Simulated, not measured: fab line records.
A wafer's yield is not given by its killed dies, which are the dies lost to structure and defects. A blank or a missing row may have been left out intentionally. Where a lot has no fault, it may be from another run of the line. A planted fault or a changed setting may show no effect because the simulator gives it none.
Struck lot and sound lot, side by side -- flow nand harc -- 17 out of 1302 route steps
Sound: these wafers, L348.2, L348.4, L348.6. The struck wafers were L352.1, L352.3, L352.5. The cause is named last.
Each step with rows lists, per side, the tool, then ch with its chambers, then its first start. Under that, the readings that differ: sound wafers -- struck wafers -- difference of the means -- sigmas: that difference in standard deviations of wafers without a fault.
alike: readings whose means differ by less than 2 such deviations, and words and numbers that are the same on both sides. not compared: withheld readings, readings that some wafer has no value for, bounds like >300 that may hide the same value, and numbers for which the record gives no deviation and whose values overlap.
A row with sigmas, a row that says differs or no value, or rows on one side alone: a step with any of these is where the two part. Numbers that don't overlap but have no deviation are shown without sigmas and don't part them. Lack of a reading on every wafer of one side parts them only where that side has two or more wafers.

first, 2 steps without rows for these wafers: NHARC_P_STI_SRD_39; NHARC_P_STI_OXIDE_40 (material SiO2, target thk 10 nm, ox time 1362 s).
NHARC_P_STI_INSPECT_25:
  sound on defect inspect-01, day 4 03:23; struck on defect inspect-01, day 5 16:08
  alike: raw defect count
then, 9 steps without rows for these wafers: NHARC_P_GATE_ETCH_69 (etches SiO2 in dHF, target depth 14 nm); NHARC_P_GATE_PRECLEAN_70 (cleans in SC1); NHARC_P_GATE_SRD_01; NHARC_P_GATE_OXIDE_02 (material SiO2, target thk 37.5 nm, ox time 365 s); NHARC_P_GATE_DEHYDRATE_03 (time 120 s); NHARC_P_GATE_HMDS_04 (time 30 s); NHARC_P_GATE_COAT_05; NHARC_P_GATE_SOFTBAKE_06 (time 95 s); NHARC_P_GATE_EBR_07.
NHARC_P_GATE_EXPOSE_08: exposes mask P HV.
  sound on krf scanner-01 ch 0, day 4 11:44; struck on krf scanner-02 ch 0, day 6 00:31
reading,sound,struck,difference,sigmas
mask,P_HV#0 P_HV#0 P_HV#0,P_HVPW#0 P_HVPW#0 P_HVPW#0,differs,
then, 2 steps without rows for these wafers: NHARC_P_GATE_PEB_09 (peb time 85 s); NHARC_P_GATE_DEVELOP_10 (time 70 s).
NHARC_P_GATE_CD_MEAS_11 targets a cd of 1640 nm.
  sound on cd sem-03 ch 0, day 4 11:53; struck on cd sem-01 ch 0, day 6 00:40
reading,sound,struck,difference,sigmas
cd nm (nm),1640.8 1640.0 1639.0,- - -,no value on the struck wafers,
then, 1 step without rows for these wafers: NHARC_P_GATE_HARDBAKE_12 (time 80 s).

== WHERE THEY PART ==
Earliest at NHARC_P_GATE_EXPOSE_08; latest, in this record, at NHARC_P_GATE_CD_MEAS_11.

WHY: the cause the simulator had injected
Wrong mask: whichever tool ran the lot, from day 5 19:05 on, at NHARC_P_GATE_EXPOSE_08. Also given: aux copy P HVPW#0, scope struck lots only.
